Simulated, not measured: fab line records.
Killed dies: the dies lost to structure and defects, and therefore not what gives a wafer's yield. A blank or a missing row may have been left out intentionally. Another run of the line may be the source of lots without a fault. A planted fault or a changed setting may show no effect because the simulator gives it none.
Struck lot and sound lot, side by side | flow n5 finfet | 33 steps out of a route of 1938
Sound: the wafers L381.2, L381.3, L381.5. Struck: wafers L398.1, L398.4. (L398.2 of the same lot was not struck and is left out.) The cause comes at the end.
Each step with rows lists, per side, the tool, then ch with its chambers, then its first start. Under that, the readings that differ: sound wafers | struck wafers | difference of the means | sigmas: that difference in standard deviations of wafers without a fault.
alike: words and numbers the same on both sides, and readings whose means are apart by under 2 such deviations; not compared: readings that were withheld, readings missing a value for some wafer, numbers with overlapping values and no deviation given by the record, and bounds like >300 which may hide the same value.
A row with sigmas, a row that says differs or no value, or rows on one side alone: a step with any of these is where the two part. Numbers that have no deviation but don't overlap get no sigmas and don't part them. Lack of a reading on every wafer of one side parts them only where that side has two or more wafers.

first, 4 steps without rows for these wafers: N5_FIN_CUT_STRIP_22 (strips in N2/H2); N5_FIN_CUT_PRECLEAN_36 (cleans in O3/DIW, time 60 s); N5_FIN_CUT_SRD_32 (time 30 s); N5_FIN_CUT_UV_OZONE_34 (time 120 s).
N5_FIN_CUT_INSPECT_17: inspects for defects (brightfield).
  struck on defect inspect-01, day 7 11:41; sound on defect inspect-01, day 2 14:58
  alike: raw defect count
N5_STI_FIN_REVEAL_ALD_00: deposits SiO2, target thk 1 nm, pulse time 1 s.
  sound on ald sin-03 ch 0,1,2, day 2 15:15; struck on ald sin-02 ch 1,2, day 7 11:58
  alike: heater power w, precursor pulse height rel
N5_STI_FIN_REVEAL_ALD_14: deposits Si3N4, target thk 3 nm.
  sound on ald sin-03 ch 0,1,2, day 2 15:18; struck on ald sin-02 ch 1,2, day 7 12:01
  alike: heater power w
then, 3 steps without rows for these wafers: N5_STI_FIN_REVEAL_FCVD_FILL_01 (material SiO2 flowable, target thk 312 nm, time 512.2 s); N5_STI_FIN_REVEAL_DENSIFY_02 (time 1800 s); N5_STI_FIN_REVEAL_CMP_04 (polishes, stops on Si3N4, t overpolish 4 s, target thk 131.83 nm).
N5_STI_FIN_REVEAL_THK_MEAS_05:
  struck on film metro-01, day 7 17:31; sound on film metro-01, day 2 20:39
  alike: thk nm
N5_STI_FIN_REVEAL_DENSIFY_30:
  sound on rtp anneal-02 ch 0, day 2 20:50; struck on rtp anneal-02 ch 0, day 7 17:32
  alike: lamp power pct, lamp_zone_5_pct
  not compared: wafer_temp_C_max
N5_STI_FIN_REVEAL_ETCHBACK_08: etches SiO2 in C4F6/O2, target depth 30.5 nm, time 10.167 s.
  sound on rie diel-05 ch 0,2, day 2 21:02; struck on rie diel-02 ch 1,3, day 7 17:46
  alike: drypump motor current A, oes product au, rf vpp V, showerhead plenum p Torr, throttle valve pct
  not compared: rf hours counter h
then, 5 steps without rows for these wafers: N5_STI_FIN_REVEAL_STRIP_24 (strips in N2/H2, time 90 s); N5_STI_FIN_REVEAL_PRECLEAN_25 (cleans in SPM, time 90 s); N5_STI_FIN_REVEAL_PRECLEAN_26 (cleans in SC1, time 45 s); N5_STI_FIN_REVEAL_PRECLEAN_29 (cleans in DHF, time 30 s); N5_STI_FIN_REVEAL_SRD_12 (time 30 s).
N5_STI_FIN_REVEAL_RECESS_09: chemistry HF/NH3, target SiO2, afs cycles 11, target depth 42.5 nm, sublimation time 60 s.
  sound on vapor etch-02 ch 0,1, day 2 21:17; struck on vapor etch-02 ch 0,1, day 7 18:01
  alike: drypump motor current A
then, 2 steps without rows for these wafers: N5_STI_FIN_REVEAL_STRIP_16 (strips SiNx in H3PO4, target depth 23.8 nm); N5_STI_FIN_REVEAL_PRECLEAN_17 (cleans in NF3:NH3, afs cycles 1, time 20 s, sublimation time 60 s).
N5_STI_FIN_REVEAL_ETCH_34: etches Si in H2, material Si, target depth 0.97 nm.
  sound on rie si-02 ch 1,3, day 2 23:22; struck on rie si-01 ch 0,2, day 7 20:06
  alike: drypump motor current A, oes product au, throttle valve pct
  not compared: rf hours counter h
then, 7 steps without rows for these wafers: N5_STI_FIN_REVEAL_OXIDATION_31 (chemistry O2 PLASMA REMOTE, time 20 s); N5_STI_FIN_REVEAL_PRECLEAN_32 (cleans in NF3:NH3, afs cycles 1, time 20 s, sublimation time 60 s); N5_STI_FIN_REVEAL_STRIP_35 (strips Si3N4 in H3PO4, target depth 4 nm, time 39 s); N5_STI_FIN_REVEAL_SRD_21 (time 30 s); N5_STI_FIN_REVEAL_OXIDATION_33 (chemistry O2 PLASMA REMOTE, time 20 s); N5_STI_FIN_REVEAL_CLEAN_19 (cleans in O3/DIW, time 120 s); N5_STI_FIN_REVEAL_SRD_23 (time 30 s).
N5_STI_FIN_REVEAL_CD_MEAS_22: target cd 6.238 nm, pitch 28 nm.
  struck on cd sem-01, day 7 20:41; sound on cd sem-02, day 2 23:56
  alike: cd nm
N5_STI_FIN_REVEAL_FIN_H_MEAS_10:
  struck on ocd-02, day 7 20:43; sound on ocd-02, day 2 23:58
  reading              | sound          | struck    | difference | sigmas
  trench depth nm (nm) | 52.6 52.9 52.6 | 46.7 47.0 | -5.9       | -10
then, 1 step without rows for these wafers: N5_STI_FIN_REVEAL_PRECLEAN_18 (cleans in SC2, time 45 s).
-- a jump in the record: the struck wafers' starts before and after are 11 days apart (it breaks off in module STI_FIN_REVEAL and resumes in module PASSIVATION, where the first step shown is number 1936 of the route) --
N5_PASSIVATION_PROBE_49:
  struck on prober-02, day 19 03:13; sound on prober-01, day 15 10:53
  alike: killed_at_M0_to_M3, killed_at_M4_up, killed at contacts, killed at front end, killed at other, killed dies, killed open, killed short

WHERE THEY PART
Only at N5_STI_FIN_REVEAL_FIN_H_MEAS_10, as far as this record shows. Later steps at which nothing parts them and some readings are alike: N5_PASSIVATION_PROBE_49.

WHY: what the simulator had put in
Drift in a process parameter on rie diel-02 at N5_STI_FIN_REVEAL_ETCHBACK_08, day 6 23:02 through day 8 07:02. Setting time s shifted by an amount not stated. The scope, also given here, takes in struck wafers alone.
